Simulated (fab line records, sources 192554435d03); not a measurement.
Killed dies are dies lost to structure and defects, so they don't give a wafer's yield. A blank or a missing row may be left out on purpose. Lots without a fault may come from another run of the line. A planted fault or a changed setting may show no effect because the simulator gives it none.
Which tool did it? | flow n5_finfet | 24 lots, 72 wafers sampled, at 3 steps of a route of 1938

WHAT THE GAUGES READ, wafer by wafer
N5_PMOS_HMC_CHANNEL_EPI_INSPECT_30: inspects for defects (darkfield).
lot  | measured    | on                | raw_defect_count
L074 | day 1 21:00 | defect_inspect-01 | 17 12 20
L075 | day 2 03:45 | defect_inspect-02 | 18 10 22
L076 | day 2 08:39 | defect_inspect-01 | 9 9 9
L077 | day 2 14:48 | defect_inspect-01 | 20 14 22
L078 | day 2 20:56 | defect_inspect-01 | 21 17 13
L079 | day 3 04:08 | defect_inspect-01 | 18 17 20
L080 | day 3 08:31 | defect_inspect-02 | 24 25 20
L081 | day 3 14:46 | defect_inspect-02 | 21 19 23
L082 | day 3 20:20 | defect_inspect-01 | 13 23 27
L083 | day 4 02:08 | defect_inspect-02 | 21 28 13
L084 | day 4 07:44 | defect_inspect-02 | 21 13 34
L085 | day 4 13:55 | defect_inspect-02 | 18 18 18
L086 | day 4 20:02 | defect_inspect-02 | 16 16 16
L087 | day 5 01:53 | defect_inspect-02 | 22 31 37
L088 | day 5 07:52 | defect_inspect-01 | 30 18 16
L089 | day 5 14:40 | defect_inspect-01 | 16 15 17
L090 | day 5 20:20 | defect_inspect-02 | 12 14 25
L091 | day 6 02:56 | defect_inspect-01 | 14 14 11
L092 | day 6 08:47 | defect_inspect-01 | 11 15 13
L093 | day 6 14:10 | defect_inspect-02 | 39 22 22
L094 | day 6 20:05 | defect_inspect-02 | 25 14 40
L095 | day 7 02:02 | defect_inspect-02 | 27 37 21
L096 | day 7 08:55 | defect_inspect-02 | 20 28 20
L097 | day 7 16:18 | defect_inspect-02 | 13 17 15

N5_FIN_SAQP_THK_MEAS_05.
lot  | measured    | on            | thk_nm (nm)
L074 | day 1 21:41 | film_metro-02 | 37.7 38.0 38.2
L075 | day 2 04:25 | film_metro-02 | 37.5 37.3 37.3
L076 | day 2 09:37 | film_metro-01 | 37.7 38.1 38.5
L077 | day 2 15:33 | film_metro-01 | 37.8 37.9 38.2
L078 | day 2 21:44 | film_metro-02 | 38.0 37.8 37.7
L079 | day 3 05:02 | film_metro-02 | 37.6 38.7 37.9
L080 | day 3 09:09 | film_metro-02 | 37.1 37.6 37.9
L081 | day 3 15:29 | film_metro-01 | 38.6 38.9 38.3
L082 | day 3 20:58 | film_metro-02 | 37.6 36.9 38.0
L083 | day 4 03:24 | film_metro-02 | 37.5 37.6 38.1
L084 | day 4 08:22 | film_metro-02 | 37.2 37.7 38.9
L085 | day 4 14:36 | film_metro-02 | 37.8 38.7 38.3
L086 | day 4 20:40 | film_metro-01 | 37.8 38.4 37.5
L087 | day 5 02:31 | film_metro-01 | 37.8 37.1 37.6
L088 | day 5 08:29 | film_metro-01 | 37.2 37.9 38.7
L089 | day 5 15:25 | film_metro-02 | 37.9 37.7 38.4
L090 | day 5 21:45 | film_metro-02 | 36.8 38.1 37.9
L091 | day 6 03:44 | film_metro-02 | 37.7 38.6 38.1
L092 | day 6 09:25 | film_metro-02 | 38.9 38.3 38.2
L093 | day 6 15:19 | film_metro-01 | 37.9 38.5 38.4
L094 | day 6 20:43 | film_metro-02 | 38.3 38.0 38.6
L095 | day 7 02:44 | film_metro-01 | 37.5 38.3 38.1
L096 | day 7 09:42 | film_metro-02 | 37.2 37.3 38.3
L097 | day 7 16:56 | film_metro-02 | 37.5 37.5 38.2

WHICH TOOL RAN EACH LOT (tool, then ch and the chambers of the sampled wafers, then the start)
lot  | N5_FIN_SAQP_ALD_61
L074 | ald_sin-03 ch 1,2,3, day 1 21:07
L075 | ald_sin-04 ch 1,2,3, day 2 03:53
L076 | ald_sin-01 ch 0,1, day 2 08:47
L077 | ald_sin-04 ch 0,2,3, day 2 15:02
L078 | ald_sin-01 ch 1,2, day 2 21:03
L079 | ald_sin-03 ch 1,3, day 3 04:16
L080 | ald_sin-01 ch 0,1,3, day 3 08:39
L081 | ald_sin-01 ch 0,1,2, day 3 14:54
L082 | ald_sin-03 ch 1,3, day 3 20:28
L083 | ald_sin-01 ch 1,2, day 4 02:53
L084 | ald_sin-04 ch 0,1,3, day 4 07:52
L085 | ald_sin-03 ch 1,2,3, day 4 14:02
L086 | ald_sin-04 ch 1,3, day 4 20:10
L087 | ald_sin-01 ch 0,1,2, day 5 02:00
L088 | ald_sin-04 ch 0,2, day 5 07:59
L089 | ald_sin-04 ch 0,2,3, day 5 14:48
L090 | ald_sin-03 ch 1,2,3, day 5 21:15
L091 | ald_sin-04 ch 1,3, day 6 03:04
L092 | ald_sin-01 ch 0,1,3, day 6 08:54
L093 | ald_sin-01 ch 0,2,3, day 6 14:48
L094 | ald_sin-01 ch 0,1,3, day 6 20:13
L095 | ald_sin-03 ch 0,1,3, day 7 02:14
L096 | ald_sin-03 ch 0,1,2, day 7 09:07
L097 | ald_sin-03 ch 0,1,2, day 7 16:25
- N5_FIN_SAQP_ALD_61: deposits SiO2, target thk 4 nm, pulse time 1 s, purge time 2 s.

WHAT THE TOOLS THEMSELVES READ (means of the sampled wafers that have a number; where no wafer has one, the mark that the record gives instead)
N5_FIN_SAQP_ALD_61.
lot  | tool       | heater_power_w (W) | precursor_pulse_height_rel
L074 | ald_sin-03 | 443                | 0.994
L075 | ald_sin-04 | 492                | 1.008
L076 | ald_sin-01 | 474                | 0.989
L077 | ald_sin-04 | 475                | 0.996
L078 | ald_sin-01 | 477                | 0.998
L079 | ald_sin-03 | 460                | 0.985
L080 | ald_sin-01 | 475                | 0.985
L081 | ald_sin-01 | 469                | 1.004
L082 | ald_sin-03 | 447                | 0.997
L083 | ald_sin-01 | 468                | 1.013
L084 | ald_sin-04 | 444                | 1.027
L085 | ald_sin-03 | 452                | 0.994
L086 | ald_sin-04 | 470                | 1.009
L087 | ald_sin-01 | 473                | 1.005
L088 | ald_sin-04 | 473                | 1.002
L089 | ald_sin-04 | 479                | 1.026
L090 | ald_sin-03 | 459                | 1.019
L091 | ald_sin-04 | 457                | 1.001
L092 | ald_sin-01 | 470                | 1.007
L093 | ald_sin-01 | 474                | 0.983
L094 | ald_sin-01 | 470                | 1.004
L095 | ald_sin-03 | 449                | 1.000
L096 | ald_sin-03 | 440                | 1.022
L097 | ald_sin-03 | 436                | 1.015

THE ANSWER, worked out from the rows above alone
Rule: what is usual is taken from the lots themselves. Put in order of their means at a reading, lots are off if they are a third of the lots or fewer, leave a main group of 4 or more, and stand apart from it by a gap of 3 or more times the standard deviation of the main group's means; of several such gaps the widest counts. A main group whose means are all the same, to the digits that the tables above print for the reading, isn't used. A lot without any number at a reading at which 4 lots or more have one is off too. The other lots that the step has rows for count as sound. The gauges are gone through in route order, then the tools' own readings, and for those a lot's mean is taken as printed above. The first step at which some lot is off is used, and at that step the reading that is off furthest; a lot without a number counts as furthest.
No lot is off at any reading shown: from this, nothing can be told.

WHAT THE SIMULATOR HAD PUT IN
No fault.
